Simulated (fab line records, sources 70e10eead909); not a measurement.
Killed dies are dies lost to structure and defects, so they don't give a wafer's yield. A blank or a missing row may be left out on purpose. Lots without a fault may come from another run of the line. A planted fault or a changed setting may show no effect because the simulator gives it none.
fab line records | flow nand_harc
record lots=12 wafers=36 last_day=33
route steps=1302 shown A_STAIRCASE@736 END@1302
lots that met no fault: from a run of the same line without faults
start_h: hours from the record's first day to the start of the lot's first wafer shown | wait_h: hours since the lot's step before | " the same as in the row above | L1.1+2: a row that stands for several wafers | - no value, or no start given | * or withheld: withheld | < > ~ a bound
route shown NAME@n: a module of which the file shows steps, and the number in the route of the first | usual: mean/standard deviation of fault-free wafers | same: alike in all rows | chamber/n: place in a boat | sites: the reading at each site | _std_site: their standard deviation | _edge_site: outer sites' mean less inner sites' | radius_mm: how far each site lies from the wafer's centre | mask NAME#n: copy n | behind: the tool/chamber that last shaped the wafer | hold: why the lot was held/for how many hours/how that ended | device: the transistor (n, p or np) that didn't switch | end of line: the same wafers' tests at the end of the route | a step without rows: its recipe alone | killed: dies lost to structure and defects at the first sort, not the wafer's yield | map: a wafer's dies, x killed, . not, _ none there
set.NAME: the setting as run; set.NAME@STEP: as run at that earlier step | model.NAME: the simulator's own value behind a step, which no gauge read
steps of the route over a sample of lots; a table a step, a row a wafer
services: from which hour (start_h, from the record's first day; less than 0 if before it) a tool's chamber was out of use, for how many hours, and why
## steps
# step NHARC_A_STAIRCASE_TRIM_222
# recipe time_s=211.2 o2_flow_sccm=500 ar_flow_sccm=0 bias_w=0 chemistry=O2
# usual drypump_motor_current_A=6.0/0.5 o2_flow_sccm=500.2/1.5 oes_product_au=1.001/0.0095 rf_vpp_V=57.8/0.91 showerhead_plenum_p_Torr=3.52/0.15 throttle_valve_pct=17.036/0.0092
# columns lot.wafer tool chamber start_h wait_h drypump_motor_current_A o2_flow_sccm oes_product_au rf_hours_counter_h rf_vpp_V showerhead_plenum_p_Torr throttle_valve_pct
L272.3 rie_diel-11 1 - - 6.2 501.1 0.999 38 57.9 3.45 17.039
L272.5 " 1 " " 6.2 500.3 0.997 - 57.4 3.45 17.034
L272.6 " 2 " " 6.6 499.1 1.004 - 57.4 3.48 17.046
L271.1 rie_diel-11 1 - - 6.2 499.5 1.002 39 58.5 3.45 17.051
L271.2 " 2 " " 6.6 500.0 1.007 38 58.0 3.48 17.043
L271.5 " 0 " " 6.2 503.0 0.979 - 56.6 3.32 17.056
L275.2 rie_diel-11 2 - - 6.6 502.9 1.018 52 57.9 3.47 17.042
L275.4 " 3 " " 6.1 501.7 1.014 52 57.9 3.57 17.032
L275.5 " 2 " " 6.6 498.7 1.006 - 58.5 3.47 17.035
L276.3 rie_diel-11 3 - - 6.1 499.9 0.999 54 58.4 3.57 17.043
L276.4 " 2 " " 6.6 499.4 0.999 53 57.4 3.47 17.026
L276.5 " 3 " " 6.1 500.3 0.997 - 59.0 3.57 17.032
L277.3 rie_diel-11 1 - - 6.2 501.0 1.007 56 57.7 3.44 17.041
L277.6 " 2 " " 6.6 498.7 1.003 - 58.0 3.47 17.037
L277.5 " 3 " " 6.1 499.2 1.001 - 58.3 3.57 17.035
L278.3 rie_diel-13 3 - - 5.8 501.5 0.996 28 57.4 3.56 17.031
L278.1 " 1 " " 6.7 498.7 1.002 32 55.7 3.32 17.027
L278.4 " 2 " " 6.0 501.3 1.012 31 58.9 3.79 17.046
L281.3 rie_diel-08 3 - - 6.3 502.4 0.994 32 60.8 3.75 17.023
L281.1 " 1 " " 6.5 499.7 1.009 31 56.9 3.44 17.033
L281.6 " 1 " " 6.5 498.8 1.010 - 57.4 3.44 17.025
L283.4 rie_diel-13 2 - - 6.0 499.9 0.995 42 57.9 3.78 17.032
L283.1 " 3 " " 5.9 500.9 1.004 39 57.2 3.56 17.033
L283.5 " 2 " " 6.1 500.0 1.003 - 58.4 3.78 17.027
L285.1 rie_diel-13 2 - - 6.0 498.1 1.016 47 58.7 3.78 17.042
L285.4 " 0 " " 5.1 499.9 0.995 42 56.9 3.49 17.040
L285.5 " 1 " " 6.7 501.7 1.001 - 56.3 3.31 17.035
L289.2 rie_diel-13 2 - - 6.0 499.5 1.017 2 58.3 3.78 17.021
L289.1 " 0 " " 5.1 497.7 0.991 3 57.6 3.49 17.037
L289.5 " 1 " " 6.7 499.3 1.010 - 56.8 3.30 17.047
L290.2 rie_diel-13 2 - - 6.0 502.7 1.007 10 57.9 3.77 17.025
L290.4 " 1 " " 6.7 500.4 1.010 12 59.0 3.30 17.030
L290.6 " 2 " " 6.0 502.6 1.013 - 58.7 3.77 17.024
L294.1 rie_diel-13 2 - - 6.0 501.2 1.002 21 59.2 3.77 17.036
L294.2 " 1 " " 6.7 501.1 1.014 23 56.9 3.29 17.038
L294.5 " 2 " " 6.0 501.8 0.994 - 58.8 3.77 17.014
# step NHARC_A_STAIRCASE_TRIM_229
# recipe time_s=211.2 o2_flow_sccm=500 ar_flow_sccm=0 bias_w=0 chemistry=O2
# usual drypump_motor_current_A=6.0/0.56 o2_flow_sccm=499.9/1.5 oes_product_au=0.999/0.0097 rf_vpp_V=57.7/0.89 showerhead_plenum_p_Torr=3.54/0.16 throttle_valve_pct=17.036/0.0087
# columns lot.wafer tool chamber start_h wait_h drypump_motor_current_A o2_flow_sccm oes_product_au rf_hours_counter_h rf_vpp_V showerhead_plenum_p_Torr throttle_valve_pct
L272.3 rie_diel-11 0 369.65 0.1 6.2 500.8 0.982 39 58.0 3.32 17.036
L272.5 " 0 " " 6.2 499.4 0.992 - 57.1 3.32 17.032
L272.6 " 1 " " 6.2 503.3 1.010 - 57.3 3.45 17.027
L271.2 rie_diel-13 0 371.19 0.1 5.1 498.6 1.005 3 56.8 3.51 17.031
L271.1 " 2 " " 6.0 500.2 1.010 3 57.4 3.81 17.044
L271.5 " 1 " " 6.7 498.1 1.000 - 56.7 3.33 17.040
L275.2 rie_diel-11 1 412.82 0.1 6.2 499.8 0.999 51 55.8 3.44 17.036
L275.4 " 0 " " 6.2 497.4 0.995 52 57.8 3.31 17.025
L275.5 " 2 " " 6.6 500.9 1.010 - 58.5 3.47 17.043
L276.4 rie_diel-08 3 418.54 0.1 6.3 498.3 1.000 17 57.7 3.76 17.034
L276.3 " 0 " " 4.9 497.5 1.000 17 58.0 3.80 17.052
L276.5 " 2 " " 5.6 500.6 1.002 - 57.6 3.56 17.026
L277.3 rie_diel-13 0 434.94 0.1 5.1 500.7 0.990 20 57.3 3.50 17.023
L277.6 " 3 " " 5.8 501.5 1.004 - 55.8 3.57 17.038
L277.5 " 0 " " 5.0 499.7 0.997 - 57.5 3.50 17.033
L278.4 rie_diel-08 1 454.33 0.1 6.5 499.9 1.013 27 58.6 3.44 17.030
L278.3 " 2 " " 5.5 500.5 1.005 25 58.6 3.55 17.036
L278.1 " 3 " " 6.3 497.5 1.014 27 57.6 3.76 17.038
L281.3 rie_diel-08 1 470.83 0.1 6.5 499.4 1.003 32 56.1 3.44 17.033
L281.1 " 3 " " 6.3 502.2 0.995 33 58.2 3.75 17.023
L281.6 " 2 " " 5.5 500.6 0.992 - 57.2 3.55 17.047
L283.1 rie_diel-08 0 494.03 0.1 4.8 500.2 0.994 41 59.3 3.78 17.031
L283.4 " 1 " " 6.5 500.9 1.005 40 58.5 3.43 17.043
L283.5 " 0 " " 4.8 500.0 1.006 - 57.8 3.78 17.034
L285.1 rie_diel-13 1 509.99 0.1 6.7 498.2 0.992 49 56.1 3.31 17.035
L285.4 " 2 " " 6.0 499.8 1.008 47 59.1 3.78 17.034
L285.5 " 1 " " 6.6 499.6 0.995 - 56.0 3.31 17.028
L289.2 rie_diel-11 1 536.73 0.1 6.2 501.4 0.996 32 58.9 3.42 17.036
L289.1 " 3 " " 6.1 502.3 0.984 32 58.4 3.55 17.039
L289.5 " 2 " " 6.6 500.0 0.990 - 57.7 3.45 17.030
L290.4 rie_diel-11 0 568.38 0.1 6.2 498.5 0.998 39 57.4 3.29 17.047
L290.2 " 1 " " 6.2 502.0 0.998 42 58.4 3.42 17.034
L290.6 " 2 " " 6.6 496.8 0.990 - 58.6 3.45 17.025
L294.2 rie_diel-08 0 593.24 0.1 4.9 501.2 0.987 13 57.5 3.76 17.034
L294.1 " 2 " " 5.5 497.9 1.019 12 57.7 3.53 17.042
L294.5 " 3 " " 6.3 499.0 0.993 - 58.6 3.73 17.018
# step NHARC_A_STAIRCASE_ETCH_234
# recipe target_depth_a=1000 time_s=40.5 ion_energy_ev=400 c4f8_flow_sccm=20 o2_flow_sccm=10 ar_flow_sccm=withheld rf_w=600 bias_w=1000 chemistry=C4F8/O2
# usual oes_product_au=0.942/0.014 rf_vpp_V=897/5.7
# columns lot.wafer tool chamber start_h wait_h oes_product_au rf_hours_counter_h rf_vpp_V
L272.3 rie_diel-11 0 - - 0.928 40 887
L272.6 " 1 " " 0.949 - 893
L272.5 " 2 " " 0.931 - 894
L271.1 rie_diel-13 3 - - 0.960 4 899
L271.2 " 0 " " 0.956 4 895
L271.5 " 2 " " 0.967 - 905
L275.4 rie_diel-11 1 - - 0.941 52 893
L275.2 " 2 " " 0.960 52 896
L275.5 " 0 " " 0.940 - 888
L276.4 rie_diel-08 1 - - 0.951 16 893
L276.3 " 2 " " 0.931 17 897
L276.5 " 0 " " 0.957 - 906
L277.3 rie_diel-13 2 - - 0.964 24 905
L277.5 " 2 " " 0.963 - 906
L277.6 " 3 " " 0.946 - 896
L278.1 rie_diel-08 2 - - 0.938 25 896
L278.3 " 3 " " 0.922 28 904
L278.4 " 1 " " 0.952 27 893
L281.3 rie_diel-08 0 - - 1.006 33 906
L281.1 " 1 " " 0.946 32 893
L281.6 " 1 " " 0.937 - 892
L283.1 rie_diel-08 2 - - 0.929 37 897
L283.4 " 3 " " 0.936 40 904
L283.5 " 2 " " 0.929 - 898
L285.4 rie_diel-13 0 - - 0.946 42 894
L285.1 " 3 " " 0.961 44 898
L285.5 " 0 " " 0.940 - 895
L289.1 rie_diel-11 3 - - 0.948 33 896
L289.2 " 1 " " 0.939 33 891
L289.5 " 2 " " 0.933 - 892
L290.4 rie_diel-11 3 - - 0.950 39 898
L290.2 " 1 " " 0.920 42 892
L290.6 " 3 " " 0.929 - 896
L294.1 rie_diel-08 3 - - 0.938 14 903
L294.2 " 2 " " 0.975 12 895
L294.5 " 0 " " 0.950 - 904
# step NHARC_A_STAIRCASE_HM_DEP_456
# recipe target_thk_a=31000 temp_c=400 material=aC
# usual throttle_valve_pct=35.000/0.0092
# columns lot.wafer tool chamber start_h wait_h throttle_valve_pct
L271.1 acl_dep-02 0 380.56 - 34.994
L271.2 " 0 " " 34.995
L271.5 " 0 " " 35.021
L272.3 acl_dep-01 0 381.18 - 35.015
L272.5 " 0 " " 34.996
L272.6 " 0 " " 34.993
L275.2 acl_dep-01 0 416.72 - 35.001
L275.4 " 0 " " 35.006
L275.5 " 0 " " 35.002
L276.3 acl_dep-03 0 422.70 - 35.008
L276.4 " 0 " " 34.989
L276.5 " 0 " " 34.988
L277.3 acl_dep-01 0 441.38 - 35.009
L277.5 " 0 " " 35.015
L277.6 " 0 " " 34.990
L278.1 acl_dep-03 0 462.03 - 34.989
L278.3 " 0 " " 35.013
L278.4 " 0 " " 34.996
L281.1 acl_dep-03 0 475.56 - 35.011
L281.3 " 0 " " 34.982
L281.6 " 0 " " 35.011
L283.1 acl_dep-01 0 501.01 - 34.993
L283.4 " 0 " " 34.996
L283.5 " 0 " " 35.006
L285.1 acl_dep-02 0 515.72 - 35.001
L285.4 " 0 " " 35.007
L285.5 " 0 " " 35.002
L285.1 acl_dep-02 0 518.21 2.2 35.003
L285.4 " 0 " " 35.007
L285.5 " 0 " " 34.990
L289.1 acl_dep-02 0 540.45 - 34.999
L289.2 " 0 " " 35.009
L289.5 " 0 " " 35.013
L290.2 acl_dep-03 0 572.11 - 35.013
L290.4 " 0 " " 35.008
L290.6 " 0 " " 34.993
L290.2 acl_dep-03 0 574.52 2.1 35.000
L290.4 " 0 " " 35.007
L290.6 " 0 " " 35.006
L294.1 acl_dep-01 0 600.19 - 35.001
L294.2 " 0 " " 34.995
L294.5 " 0 " " 34.999
# step NHARC_END_SORT_01
# recipe temp_c=25
# usual killed_at_array=55/17 killed_at_other=1.1/1.6 killed_at_periphery=3.8/2.5 killed_dies=60/18 killed_open=3.3/1.9 killed_short=2.5/1.7
# same gross_dies=677
# columns lot.wafer tool chamber start_h wait_h killed_at_array killed_at_other killed_at_periphery killed_dies killed_open killed_short
L290.2 prober-01 0 799.09 2.8 41 1 4 46 2 1
L290.4 prober-01 0 800.71 3.4 42 1 2 45 3 2
L290.6 prober-01 0 802.33 4.0 43 1 3 47 4 1
# killed by level:class
L290.2 A_SLIT:chamber_film_flake=23 A_CHANNEL_HOLE_D1:chamber_film_flake=11 P_GATE:chamber_film_flake=2 A_WL_FILL:chamber_film_flake=2 A_M0:chamber_film_flake=2 P_CONTACT:geometric_particle:open=1 A_DECK1_JOINT:geometric_particle:short=1 A_CONTACT:geometric_particle:open=1
L290.4 A_SLIT:chamber_film_flake=23 A_CHANNEL_HOLE_D1:chamber_film_flake=12 A_CHANNEL_FILL_D1:geometric_particle:open=1 A_DECK1_JOINT:geometric_particle:open=1 A_CHANNEL_FILL_D2:geometric_particle:open=1 A_BLC:geometric_particle:short=1 STARTING-WAFER:geometric_particle:short=1 P_GATE:chamber_film_flake=1
L290.6 A_SLIT:chamber_film_flake=27 A_CHANNEL_HOLE_D1:chamber_film_flake=11 P_M1:geometric_particle:open=1 P_M2:geometric_particle:open=1 STARTING-WAFER:geometric_particle:open=1 A_WL_FILL:geometric_particle:short=1 A_CONTACT:geometric_particle:open=1 P_BONDPAD:chamber_film_flake=1
## services
# columns tool chamber start_h hours kind
rie_diel-11 0 366.00 - clean
rie_diel-11 1 366.00 - clean
rie_diel-11 2 366.00 - clean
rie_diel-11 3 366.00 - clean
acl_dep-03 - 367.50 9.4 repair
acl_dep-01 - 367.56 13.0 pm
rie_diel-11 2 379.91 2.2 repair
rie_diel-08 1 385.33 6.2 repair
rie_diel-11 0 390.51 - clean
rie_diel-11 1 390.51 - clean
acl_dep-02 - 428.13 13.0 pm
rie_diel-11 0 435.20 3.0 repair
rie_diel-11 - 435.99 9.0 pm
rie_diel-08 0 462.37 9.5 repair
rie_diel-13 0 471.12 7.6 repair
acl_dep-03 - 483.89 13.0 pm
rie_diel-11 0 485.74 1.2 repair
rie_diel-13 - 519.35 9.0 pm
rie_diel-08 - 544.93 9.0 pm
acl_dep-01 - 550.03 13.0 pm
rie_diel-08 1 558.67 8.7 repair
rie_diel-13 3 570.33 8.1 repair
rie_diel-08 - 586.61 0.7 repair
rie_diel-11 1 592.30 20.3 repair
## key
first_sign step=NHARC_A_STAIRCASE_HM_DEP_456 reading=visit direction=added
effect none on later readings
met_at NHARC_A_STAIRCASE_HM_DEP_456
struck_lots L285,L290
tester_left_out L285,L290
not_acting_at NHARC_A_STAIRCASE_TRIM_222,NHARC_A_STAIRCASE_TRIM_229,NHARC_A_STAIRCASE_ETCH_234
fault kind=repeated_step_whole tool=acl_dep-01,acl_dep-02,acl_dep-03 chamber=- onset_h=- steps=NHARC_A_STAIRCASE_HM_DEP_456 times=1 scope=struck_lots_only
# tester_left_out: of these lots the tester's yield and bins aren't shown, on N5 and GAA mostly nor the transistor test; their killed dies are dies lost to structure and defects alone, not to doping, threshold or leakage, so they don't give the yield
